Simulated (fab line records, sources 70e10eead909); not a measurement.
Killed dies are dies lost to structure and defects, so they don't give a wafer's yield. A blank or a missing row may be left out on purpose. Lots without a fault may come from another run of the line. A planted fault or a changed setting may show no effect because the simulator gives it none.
Which tool did it? | flow nand_harc | 24 lots, 72 wafers sampled, at 6 steps of a route of 1302

WHAT THE GAUGES READ, wafer by wafer
The record holds no reading of a measuring or inspecting step that can be judged against a usual standard deviation.

WHICH TOOL RAN EACH LOT (tool, then ch and the chambers of the sampled wafers, then the start)
lot  | NHARC_P_M2_PRE_CLEAN_30                 | NHARC_P_M2_ANNEAL_31             | NHARC_P_BONDPAD_DEP_00                     | NHARC_P_BONDPAD_CMP_32        | NHARC_P_BONDPAD_PVD_17                  | NHARC_A_CHANNEL_HOLE_D1_ETCH_19
L074 | pvd_sputter-02, day 6 07:38 or earlier  | rtp_anneal-02 ch 0, day 6 07:38  | pecvd-04 ch 0,1,2, day 6 09:20 or earlier  | cmp-02 ch 1,2, day 6 09:20    | pvd_sputter-03, day 8 08:05 or earlier  | har_etch-02 ch 0,1, day 8 08:05
L075 | pvd_sputter-01, day 6 22:57 or earlier  | rtp_anneal-01 ch 0, day 6 22:57  | pecvd-02 ch 1,2, day 7 00:44 or earlier    | cmp-04 ch 0,3, day 7 00:44    | pvd_sputter-02, day 9 00:54 or earlier  | har_etch-01 ch 0,1, day 9 00:54
L076 | pvd_sputter-01, day 7 02:50 or earlier  | rtp_anneal-02 ch 0, day 7 02:50  | pecvd-01 ch 0,1, day 7 04:14               | cmp-04 ch 0,2, day 7 04:34    | pvd_sputter-03, day 9 02:01 or earlier  | har_etch-02 ch 0,1, day 9 02:01
L077 | pvd_sputter-02, day 7 17:26 or earlier  | rtp_anneal-01 ch 0, day 7 17:26  | pecvd-01 ch 0,1, day 7 18:55               | cmp-04 ch 0,3, day 7 19:20    | pvd_sputter-01, day 9 14:29 or earlier  | har_etch-01 ch 0,1, day 9 14:29
L078 | pvd_sputter-02, day 8 02:43 or earlier  | rtp_anneal-02 ch 0, day 8 02:43  | pecvd-01 ch 0,1,2, day 8 04:16             | cmp-02 ch 0,2,3, day 8 04:42  | pvd_sputter-01, day 10 01:07 or earlier | har_etch-01 ch 0,1, day 10 01:07
L079 | pvd_sputter-02, day 8 20:53 or earlier  | rtp_anneal-01 ch 0, day 8 20:53  | pecvd-02 ch 1,2, day 8 22:28               | cmp-03 ch 1,2, day 8 22:49    | pvd_sputter-03, day 10 18:50 or earlier | har_etch-01 ch 0,1, day 10 18:50
L080 | pvd_sputter-03, day 8 23:48 or earlier  | rtp_anneal-01 ch 0, day 8 23:48  | pecvd-02 ch 0,2, day 9 01:14               | cmp-03 ch 0,2,3, day 9 01:35  | pvd_sputter-02, day 11 04:23 or earlier | har_etch-01 ch 0,1, day 11 04:23
L081 | pvd_sputter-02, day 9 17:41 or earlier  | rtp_anneal-02 ch 0, day 9 17:41  | pecvd-04 ch 1,2, day 9 19:08               | cmp-02 ch 0,2,3, day 9 19:39  | pvd_sputter-01, day 11 22:56 or earlier | har_etch-01 ch 0,1, day 11 22:56
L082 | pvd_sputter-03, day 9 18:54 or earlier  | rtp_anneal-01 ch 0, day 9 18:54  | pecvd-02 ch 0,1, day 9 20:41 or earlier    | cmp-02 ch 0,1,2, day 9 20:41  | pvd_sputter-01, day 12 00:22 or earlier | har_etch-02 ch 0,1, day 12 00:22
L083 | pvd_sputter-03, day 10 00:31 or earlier | rtp_anneal-01 ch 0, day 10 00:31 | pecvd-04 ch 1,2, day 10 01:54              | cmp-03 ch 0,1,3, day 10 02:26 | pvd_sputter-01, day 12 03:04 or earlier | har_etch-01 ch 0,1, day 12 03:04
L084 | pvd_sputter-03, day 10 19:47 or earlier | rtp_anneal-02 ch 0, day 10 19:47 | pecvd-01 ch 1,2, day 10 21:50              | cmp-04 ch 0,2,3, day 10 22:17 | pvd_sputter-02, day 13 00:52 or earlier | har_etch-02 ch 0,1, day 13 00:52
L085 | pvd_sputter-01, day 11 01:42 or earlier | rtp_anneal-02 ch 0, day 11 01:42 | pecvd-01 ch 0,2, day 11 03:04              | cmp-02 ch 0,2,3, day 11 03:29 | pvd_sputter-01, day 13 04:17 or earlier | har_etch-01 ch 0,1, day 13 04:17
L086 | pvd_sputter-03, day 11 08:28 or earlier | rtp_anneal-01 ch 0, day 11 08:28 | pecvd-02 ch 1,2, day 11 09:58              | cmp-03 ch 2,3, day 11 10:22   | pvd_sputter-02, day 13 07:17 or earlier | har_etch-02 ch 0, day 13 07:17
L087 | pvd_sputter-03, day 12 12:35 or earlier | rtp_anneal-02 ch 0, day 12 12:35 | pecvd-02 ch 0,1,2, day 12 14:19 or earlier | cmp-02 ch 0,2,3, day 12 14:19 | pvd_sputter-02, day 14 14:46 or earlier | har_etch-01 ch 0,1, day 14 14:46
L089 | pvd_sputter-02, day 12 13:34 or earlier | rtp_anneal-02 ch 0, day 12 13:34 | pecvd-02 ch 0,1,2, day 12 15:20 or earlier | cmp-04 ch 0,1,3, day 12 15:20 | pvd_sputter-03, day 14 14:19 or earlier | har_etch-02 ch 0,1, day 14 14:19
L088 | pvd_sputter-03, day 12 15:17 or earlier | rtp_anneal-02 ch 0, day 12 15:17 | pecvd-01 ch 0,1,2, day 12 16:38            | cmp-04 ch 0,1,3, day 12 17:05 | pvd_sputter-03, day 14 18:29 or earlier | har_etch-02 ch 0, day 14 18:29
L090 | pvd_sputter-03, day 13 10:15 or earlier | rtp_anneal-02 ch 0, day 13 10:15 | pecvd-01 ch 1,2, day 13 11:37              | cmp-04 ch 0,2,3, day 13 12:02 | pvd_sputter-01, day 15 13:57 or earlier | har_etch-01 ch 1, day 15 13:57
L091 | pvd_sputter-02, day 13 12:30 or earlier | rtp_anneal-01 ch 0, day 13 12:30 | pecvd-02 ch 0,2, day 13 13:55              | cmp-04 ch 1,3, day 13 14:13   | pvd_sputter-01, day 15 12:01 or earlier | har_etch-02 ch 0,1, day 15 12:01
L092 | pvd_sputter-01, day 14 04:25 or earlier | rtp_anneal-02 ch 0, day 14 04:25 | pecvd-02 ch 0,2, day 14 05:53              | cmp-02 ch 0,1,3, day 14 06:20 | pvd_sputter-01, day 16 02:13 or earlier | har_etch-02 ch 0,1, day 16 02:13
L093 | pvd_sputter-03, day 14 09:02 or earlier | rtp_anneal-01 ch 0, day 14 09:02 | pecvd-04 ch 0,1, day 14 11:01 or earlier   | cmp-03 ch 0,1,2, day 14 11:01 | pvd_sputter-03, day 16 07:11 or earlier | har_etch-02 ch 0,1, day 16 07:11
L094 | pvd_sputter-03, day 14 19:24 or earlier | rtp_anneal-01 ch 0, day 14 19:24 | pecvd-02 ch 0,1,2, day 14 20:56            | cmp-04 ch 0,2,3, day 14 21:20 | pvd_sputter-03, day 16 22:36 or earlier | har_etch-01 ch 0,1, day 16 22:36
L095 | pvd_sputter-02, day 15 04:47 or earlier | rtp_anneal-01 ch 0, day 15 04:47 | pecvd-02 ch 0,1,2, day 15 06:17            | cmp-03 ch 2,3, day 15 06:42   | pvd_sputter-03, day 17 08:41 or earlier | har_etch-01 ch 0,1, day 17 08:41
L096 | pvd_sputter-01, day 15 14:35 or earlier | rtp_anneal-01 ch 0, day 15 14:35 | pecvd-04 ch 0,1,2, day 15 15:56            | cmp-03 ch 2,3, day 15 16:21   | pvd_sputter-01, day 17 16:46 or earlier | har_etch-02 ch 0,1, day 17 16:46
L097 | pvd_sputter-03, day 16 02:26 or earlier | rtp_anneal-02 ch 0, day 16 02:26 | pecvd-04 ch 1,2, day 16 03:43              | cmp-02 ch 1,2, day 16 04:07   | pvd_sputter-01, day 18 08:49 or earlier | har_etch-02 ch 0,1, day 18 08:49
- NHARC_P_M2_PRE_CLEAN_30: time 30 s.
- NHARC_P_M2_ANNEAL_31: time 90 s.
- NHARC_P_BONDPAD_DEP_00: deposits SiCN, target thk 250 nm.
- NHARC_P_BONDPAD_CMP_32: polishes SiCN, target thk 200 nm.
- NHARC_P_BONDPAD_PVD_17: deposits TaN, target thk 5 nm, time 8.06 s.
- NHARC_A_CHANNEL_HOLE_D1_ETCH_19: etches the open film in C4F8/O2/Ar, time 34.5 s.

WHAT THE TOOLS THEMSELVES READ (means of the sampled wafers that have a number; where no wafer has one, the mark that the record gives instead)
NHARC_P_M2_PRE_CLEAN_30. Usual: heater_power_w 390 W, standard deviation 28.
lot  | tool           | heater_power_w (W) | flag
L074 | pvd_sputter-02 | 434                |
L075 | pvd_sputter-01 | 390                |
L076 | pvd_sputter-01 | 387                |
L077 | pvd_sputter-02 | 394                |
L078 | pvd_sputter-02 | 384                |
L079 | pvd_sputter-02 | 399                |
L080 | pvd_sputter-03 | 382                |
L081 | pvd_sputter-02 | 385                |
L082 | pvd_sputter-03 | 362                |
L083 | pvd_sputter-03 | 370                |
L084 | pvd_sputter-03 | 375                |
L085 | pvd_sputter-01 | 384                |
L086 | pvd_sputter-03 | 389                |
L087 | pvd_sputter-03 | 381                |
L089 | pvd_sputter-02 | 396                |
L088 | pvd_sputter-03 | 373                |
L090 | pvd_sputter-03 | 392                |
L091 | pvd_sputter-02 | 405                |
L092 | pvd_sputter-01 | 405                |
L093 | pvd_sputter-03 | 380                |
L094 | pvd_sputter-03 | 388                |
L095 | pvd_sputter-02 | 423                |
L096 | pvd_sputter-01 | 385                |
L097 | pvd_sputter-03 | 399                |

NHARC_P_M2_ANNEAL_31. Usual: anneal_temp_c_max 226.0, standard deviation 0.42; wafer_temp_C_max 226.2, standard deviation 0.32.
lot  | tool          | anneal_temp_c_max | wafer_temp_C_max | flag
L074 | rtp_anneal-02 | 225.9             | 226.1            |
L075 | rtp_anneal-01 | 226.0             | 226.3            |
L076 | rtp_anneal-02 | 225.9             | 226.2            |
L077 | rtp_anneal-01 | 226.7             | 226.4            |
L078 | rtp_anneal-02 | 225.6             | 225.8            |
L079 | rtp_anneal-01 | 226.4             | 226.4            |
L080 | rtp_anneal-01 | 226.5             | 226.6            |
L081 | rtp_anneal-02 | 225.8             | 226.3            |
L082 | rtp_anneal-01 | 226.2             | 226.1            |
L083 | rtp_anneal-01 | 226.6             | 226.9            |
L084 | rtp_anneal-02 | 225.5             | 226.2            |
L085 | rtp_anneal-02 | 225.6             | 226.2            |
L086 | rtp_anneal-01 | 226.2             | 226.3            |
L087 | rtp_anneal-02 | 225.7             | 225.7            |
L089 | rtp_anneal-02 | 225.8             | 225.9            |
L088 | rtp_anneal-02 | 225.6             | 226.4            |
L090 | rtp_anneal-02 | 225.5             | 226.2            |
L091 | rtp_anneal-01 | 226.3             | 226.3            |
L092 | rtp_anneal-02 | 225.8             | 226.1            |
L093 | rtp_anneal-01 | 226.5             | 226.0            |
L094 | rtp_anneal-01 | 226.4             | 226.2            |
L095 | rtp_anneal-01 | 226.1             | 226.0            |
L096 | rtp_anneal-01 | 226.3             | 226.2            |
L097 | rtp_anneal-02 | 225.7             | 226.3            |

NHARC_P_BONDPAD_DEP_00. Usual: heater_power_w 609 W, standard deviation 77.
lot  | tool     | heater_power_w (W) | flag
L074 | pecvd-04 | 668                |
L075 | pecvd-02 | 644                |
L076 | pecvd-01 | 568                |
L077 | pecvd-01 | 586                |
L078 | pecvd-01 | 633                |
L079 | pecvd-02 | 588                |
L080 | pecvd-02 | 521                |
L081 | pecvd-04 | 637                |
L082 | pecvd-02 | 635                |
L083 | pecvd-04 | 685                |
L084 | pecvd-01 | 621                |
L085 | pecvd-01 | 609                |
L086 | pecvd-02 | 657                |
L087 | pecvd-02 | 598                |
L089 | pecvd-02 | 605                |
L088 | pecvd-01 | 641                |
L090 | pecvd-01 | 623                |
L091 | pecvd-02 | 544                |
L092 | pecvd-02 | 517                |
L093 | pecvd-04 | 646                |
L094 | pecvd-02 | 583                |
L095 | pecvd-02 | 600                |
L096 | pecvd-04 | 569                |
L097 | pecvd-04 | 681                |

NHARC_P_BONDPAD_CMP_32. Usual: motor_current_A 12.6 A, standard deviation 1.5.
lot  | tool   | motor_current_A (A) | flag
L074 | cmp-02 | 12.3                |
L075 | cmp-04 | 10.8                |
L076 | cmp-04 | 11.3                |
L077 | cmp-04 | 10.5                |
L078 | cmp-02 | 12.2                |
L079 | cmp-03 | 12.5                |
L080 | cmp-03 | 13.2                |
L081 | cmp-02 | 12.5                |
L082 | cmp-02 | 12.3                |
L083 | cmp-03 | 12.6                |
L084 | cmp-04 | 11.2                |
L085 | cmp-02 | 12.2                |
L086 | cmp-03 | 12.9                |
L087 | cmp-02 | 12.1                |
L089 | cmp-04 | 12.9                |
L088 | cmp-04 | 12.6                |
L090 | cmp-04 | 11.4                |
L091 | cmp-04 | 14.6                |
L092 | cmp-02 | 11.5                |
L093 | cmp-03 | 12.8                |
L094 | cmp-04 | 11.4                |
L095 | cmp-03 | 13.6                |
L096 | cmp-03 | 13.1                |
L097 | cmp-02 | 12.4                |

NHARC_P_BONDPAD_PVD_17. Usual: cathode_dc_power_W 15000 W, standard deviation 2.7; throttle_valve_pct 29.8 %, standard deviation 0.84.
lot  | tool           | cathode_dc_power_W (W) | throttle_valve_pct (%) | flag
L074 | pvd_sputter-03 | 15000                  | 30.4                   |
L075 | pvd_sputter-02 | 14999                  | 30.3                   |
L076 | pvd_sputter-03 | 14999                  | 29.5                   |
L077 | pvd_sputter-01 | 14998                  | 30.3                   |
L078 | pvd_sputter-01 | 14999                  | 30.0                   |
L079 | pvd_sputter-03 | 15000                  | 29.6                   |
L080 | pvd_sputter-02 | 15000                  | 29.0                   |
L081 | pvd_sputter-01 | 14999                  | 29.9                   |
L082 | pvd_sputter-01 | 15001                  | 29.8                   |
L083 | pvd_sputter-01 | 14999                  | 29.5                   |
L084 | pvd_sputter-02 | 15002                  | 30.0                   |
L085 | pvd_sputter-01 | 15001                  | 29.9                   |
L086 | pvd_sputter-02 | 14999                  | 29.3                   |
L087 | pvd_sputter-02 | 15003                  | 29.6                   |
L089 | pvd_sputter-03 | 15001                  | 29.2                   |
L088 | pvd_sputter-03 | 14997                  | 29.8                   |
L090 | pvd_sputter-01 | 14999                  | 30.6                   |
L091 | pvd_sputter-01 | 14999                  | 29.4                   |
L092 | pvd_sputter-01 | 15002                  | 30.0                   |
L093 | pvd_sputter-03 | 15001                  | 29.8                   |
L094 | pvd_sputter-03 | 15003                  | 30.0                   |
L095 | pvd_sputter-03 | 15001                  | 29.3                   |
L096 | pvd_sputter-01 | 15000                  | 30.0                   |
L097 | pvd_sputter-01 | 14999                  | 30.1                   |

NHARC_A_CHANNEL_HOLE_D1_ETCH_19. Usual: drypump_motor_current_A 5.84 A, standard deviation 0.19; showerhead_plenum_p_Torr 3.74 Torr, standard deviation 0.13; throttle_valve_pct 37.038 %, standard deviation 0.0093.
lot  | tool        | drypump_motor_current_A (A) | showerhead_plenum_p_Torr (Torr) | throttle_valve_pct (%) | flag
L074 | har_etch-02 | 5.90                        | 3.55                            | 37.042                 |
L075 | har_etch-01 | 5.94                        | 3.78                            | 37.037                 |
L076 | har_etch-02 | 5.91                        | 3.54                            | 37.040                 |
L077 | har_etch-01 | 5.91                        | 3.77                            | 37.028                 |
L078 | har_etch-01 | 5.80                        | 3.77                            | 37.050                 |
L079 | har_etch-01 | 5.93                        | 3.77                            | 37.037                 |
L080 | har_etch-01 | 5.81                        | 3.76                            | 37.040                 |
L081 | har_etch-01 | 5.93                        | 3.75                            | 37.046                 |
L082 | har_etch-02 | 5.90                        | 3.52                            | 37.039                 |
L083 | har_etch-01 | 5.81                        | 3.75                            | 37.043                 |
L084 | har_etch-02 | 5.76                        | 3.61                            | 37.049                 |
L085 | har_etch-01 | 5.81                        | 3.74                            | 37.040                 |
L086 | har_etch-02 | 5.66                        | 3.70                            | 37.041                 |
L087 | har_etch-01 | 5.79                        | 3.73                            | 37.045                 |
L089 | har_etch-02 | 5.76                        | 3.79                            | 37.037                 |
L088 | har_etch-02 | 5.65                        | 3.69                            | 37.037                 |
L090 | har_etch-01 | 5.68                        | 3.73                            | 37.036                 |
L091 | har_etch-02 | 5.89                        | 3.87                            | 37.036                 |
L092 | har_etch-02 | 5.76                        | 3.78                            | 37.029                 |
L093 | har_etch-02 | 5.77                        | 3.77                            | 37.027                 |
L094 | har_etch-01 | 5.95                        | 3.71                            | 37.036                 |
L095 | har_etch-01 | 5.91                        | 3.71                            | 37.040                 |
L096 | har_etch-02 | 5.89                        | 3.86                            | 37.034                 |
L097 | har_etch-02 | 5.76                        | 3.76                            | 37.037                 |

THE ANSWER, worked out from the rows above alone
Rule: a lot is off if the mean of its wafers that have a number lies more than 3 standard deviations from the usual mean. A lot without any number at a reading at which 4 lots or more have one is off too. The other lots that the step has rows for count as sound. The gauges are gone through in route order, then the tools' own readings, and for those a lot's mean is taken as printed above. The first step at which some lot is off is used, and at that step the reading that is off furthest; a lot without a number counts as furthest.
No lot is off at any reading shown: from this, nothing can be told.

WHAT THE SIMULATOR HAD PUT IN
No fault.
